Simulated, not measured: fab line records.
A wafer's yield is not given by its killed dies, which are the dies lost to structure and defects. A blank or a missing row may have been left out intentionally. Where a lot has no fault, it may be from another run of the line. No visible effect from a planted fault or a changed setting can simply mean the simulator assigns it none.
Split-lot experiment / flow n5_finfet / 39 wafers read across 7 lots, on a route 1938 steps long

## ABOUT THE SPLIT
At N5_HKMG_FIN_DEVELOP_48 (develop time 30 s), the setting develop_time_s was moved away from the recipe's 30 s on 15 of the 39 wafers read, by -59.0% to +58.9%. For the rest of the wafers, this setting stayed at what the recipe calls for.

There is no step in the file separating the split from the reading.

## THE READING
At N5_HKMG_FIN_CD_MEAS_49: cd_nm in nanometres, against a target cd of 202 nm. Fault-free wafers of this fab line usually give 201.7 nm, standard deviation 0.59 nm.

wafer=L075.1; tool, chamber at the split=litho_track-04, 0; develop_time_s as run, s=30; against the recipe=recipe; cd_nm, nm=202.8; against lot-mates on the recipe=-
wafer=L075.2; tool, chamber at the split=litho_track-04, 0; develop_time_s as run, s=30; against the recipe=recipe; cd_nm, nm=201.9; against lot-mates on the recipe=-
wafer=L075.3; tool, chamber at the split=litho_track-04, 0; develop_time_s as run, s=30; against the recipe=recipe; cd_nm, nm=202.8; against lot-mates on the recipe=-
wafer=L075.4; tool, chamber at the split=litho_track-04, 0; develop_time_s as run, s=30; against the recipe=recipe; cd_nm, nm=202.3; against lot-mates on the recipe=-
wafer=L075.5; tool, chamber at the split=litho_track-04, 0; develop_time_s as run, s=30; against the recipe=recipe; cd_nm, nm=202.2; against lot-mates on the recipe=-
wafer=L075.6; tool, chamber at the split=litho_track-04, 0; develop_time_s as run, s=30; against the recipe=recipe; cd_nm, nm=202.5; against lot-mates on the recipe=-
wafer=L088.1; tool, chamber at the split=litho_track-04, 0; develop_time_s as run, s=30; against the recipe=recipe; cd_nm, nm=201.5; against lot-mates on the recipe=-
wafer=L088.2; tool, chamber at the split=litho_track-04, 0; develop_time_s as run, s=30; against the recipe=recipe; cd_nm, nm=201.9; against lot-mates on the recipe=-
wafer=L088.6; tool, chamber at the split=litho_track-04, 0; develop_time_s as run, s=30; against the recipe=recipe; cd_nm, nm=202.6; against lot-mates on the recipe=-
wafer=L089.1; tool, chamber at the split=litho_track-03, 0; develop_time_s as run, s=40.88; against the recipe=+36.3%; cd_nm, nm=203.2; against lot-mates on the recipe=+2.0
wafer=L089.2; tool, chamber at the split=litho_track-03, 0; develop_time_s as run, s=30; against the recipe=recipe; cd_nm, nm=201.0; against lot-mates on the recipe=-
wafer=L089.3; tool, chamber at the split=litho_track-03, 0; develop_time_s as run, s=40.88; against the recipe=+36.3%; cd_nm, nm=202.3; against lot-mates on the recipe=+1.1
wafer=L089.4; tool, chamber at the split=litho_track-03, 0; develop_time_s as run, s=30; against the recipe=recipe; cd_nm, nm=201.2; against lot-mates on the recipe=-
wafer=L089.5; tool, chamber at the split=litho_track-03, 0; develop_time_s as run, s=30; against the recipe=recipe; cd_nm, nm=201.5; against lot-mates on the recipe=-
wafer=L089.6; tool, chamber at the split=litho_track-03, 0; develop_time_s as run, s=40.88; against the recipe=+36.3%; cd_nm, nm=202.9; against lot-mates on the recipe=+1.7
wafer=L090.1; tool, chamber at the split=litho_track-02, 0; develop_time_s as run, s=30; against the recipe=recipe; cd_nm, nm=201.7; against lot-mates on the recipe=-
wafer=L090.2; tool, chamber at the split=litho_track-02, 0; develop_time_s as run, s=47.67; against the recipe=+58.9%; cd_nm, nm=204.2; against lot-mates on the recipe=+2.5
wafer=L090.3; tool, chamber at the split=litho_track-02, 0; develop_time_s as run, s=30; against the recipe=recipe; cd_nm, nm=201.9; against lot-mates on the recipe=-
wafer=L090.4; tool, chamber at the split=litho_track-02, 0; develop_time_s as run, s=47.67; against the recipe=+58.9%; cd_nm, nm=203.6; against lot-mates on the recipe=+1.9
wafer=L090.5; tool, chamber at the split=litho_track-02, 0; develop_time_s as run, s=47.67; against the recipe=+58.9%; cd_nm, nm=203.9; against lot-mates on the recipe=+2.2
wafer=L090.6; tool, chamber at the split=litho_track-02, 0; develop_time_s as run, s=30; against the recipe=recipe; cd_nm, nm=201.5; against lot-mates on the recipe=-
wafer=L092.1; tool, chamber at the split=litho_track-02, 0; develop_time_s as run, s=30; against the recipe=recipe; cd_nm, nm=201.5; against lot-mates on the recipe=-
wafer=L092.2; tool, chamber at the split=litho_track-02, 0; develop_time_s as run, s=30; against the recipe=recipe; cd_nm, nm=200.8; against lot-mates on the recipe=-
wafer=L092.3; tool, chamber at the split=litho_track-02, 0; develop_time_s as run, s=12.3; against the recipe=-59.0%; cd_nm, nm=197.4; against lot-mates on the recipe=-3.9
wafer=L092.4; tool, chamber at the split=litho_track-02, 0; develop_time_s as run, s=12.3; against the recipe=-59.0%; cd_nm, nm=196.9; against lot-mates on the recipe=-4.4
wafer=L092.5; tool, chamber at the split=litho_track-02, 0; develop_time_s as run, s=12.3; against the recipe=-59.0%; cd_nm, nm=197.7; against lot-mates on the recipe=-3.6
wafer=L092.6; tool, chamber at the split=litho_track-02, 0; develop_time_s as run, s=30; against the recipe=recipe; cd_nm, nm=201.6; against lot-mates on the recipe=-
wafer=L094.1; tool, chamber at the split=litho_track-03, 0; develop_time_s as run, s=36.16; against the recipe=+20.5%; cd_nm, nm=203.1; against lot-mates on the recipe=+0.9
wafer=L094.2; tool, chamber at the split=litho_track-03, 0; develop_time_s as run, s=36.16; against the recipe=+20.5%; cd_nm, nm=203.5; against lot-mates on the recipe=+1.3
wafer=L094.3; tool, chamber at the split=litho_track-03, 0; develop_time_s as run, s=30; against the recipe=recipe; cd_nm, nm=202.5; against lot-mates on the recipe=-
wafer=L094.4; tool, chamber at the split=litho_track-03, 0; develop_time_s as run, s=36.16; against the recipe=+20.5%; cd_nm, nm=202.7; against lot-mates on the recipe=+0.5
wafer=L094.5; tool, chamber at the split=litho_track-03, 0; develop_time_s as run, s=30; against the recipe=recipe; cd_nm, nm=202.3; against lot-mates on the recipe=-
wafer=L094.6; tool, chamber at the split=litho_track-03, 0; develop_time_s as run, s=30; against the recipe=recipe; cd_nm, nm=201.8; against lot-mates on the recipe=-
wafer=L097.1; tool, chamber at the split=litho_track-03, 0; develop_time_s as run, s=30; against the recipe=recipe; cd_nm, nm=201.7; against lot-mates on the recipe=-
wafer=L097.2; tool, chamber at the split=litho_track-03, 0; develop_time_s as run, s=37.99; against the recipe=+26.6%; cd_nm, nm=202.7; against lot-mates on the recipe=+0.9
wafer=L097.3; tool, chamber at the split=litho_track-03, 0; develop_time_s as run, s=37.99; against the recipe=+26.6%; cd_nm, nm=203.0; against lot-mates on the recipe=+1.2
wafer=L097.4; tool, chamber at the split=litho_track-03, 0; develop_time_s as run, s=30; against the recipe=recipe; cd_nm, nm=201.6; against lot-mates on the recipe=-
wafer=L097.5; tool, chamber at the split=litho_track-03, 0; develop_time_s as run, s=37.99; against the recipe=+26.6%; cd_nm, nm=203.2; against lot-mates on the recipe=+1.4
wafer=L097.6; tool, chamber at the split=litho_track-03, 0; develop_time_s as run, s=30; against the recipe=recipe; cd_nm, nm=202.2; against lot-mates on the recipe=-

FIT RESULTS
A straight line over all 39 wafers: cd_nm changes by +0.053 nm for each +1% of develop_time_s; r = +0.90; the points scatter about the line by 0.7 nm.
The same after taking each lot's own level away (the mean of its wafers on the recipe; 39 wafers): +0.0516 nm for each +1%; r = +0.95; scatter 0.45 nm.
Per that fit: largest develop_time_s move, reading shift of 3 nm.
The span of the lots' own levels, 201.23 to 202.42 nm, comes to 2.0 times the standard deviation stated above.
Hence the lot-to-lot level has little effect on the slope; both slopes agree.
Check: for one of the wafers moved furthest among these (-59.0%), held out of the fit, the line's prediction against its lot-mates is -3.08 nm. Against them it came out at -3.9 nm.

## THE WHOLE CHAIN: every reading that the file lists as answering this split, in the file's order
step=N5_HKMG_FIN_CD_MEAS_49; what it does=target cd 202 nm; reading=cd_nm; change (the file's fit)=+0.05 nm for each +1% of the setting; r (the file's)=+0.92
step=N5_HKMG_FIN_ETCH_54; what it does=etches SiARC in CF4, target depth 45.5 nm, time 75.8 s; reading=HKMG_FIN.cd_offset_nm (the simulator's own value, which no gauge read); change (the file's fit)=+0.0507 nm for each +1% of the setting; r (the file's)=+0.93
step=N5_HKMG_FIN_ETCH_58; what it does=etches SOC in N2/H2, target depth 215.8 nm, time 741 s; reading=HKMG_FIN.cd_offset_nm (the simulator's own value, which no gauge read); change (the file's fit)=+0.0527 nm for each +1% of the setting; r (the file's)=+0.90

## THE FILE'S OWN FIT
cd_nm changes by +0.05 nm for each +1% of develop_time_s, r = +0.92.
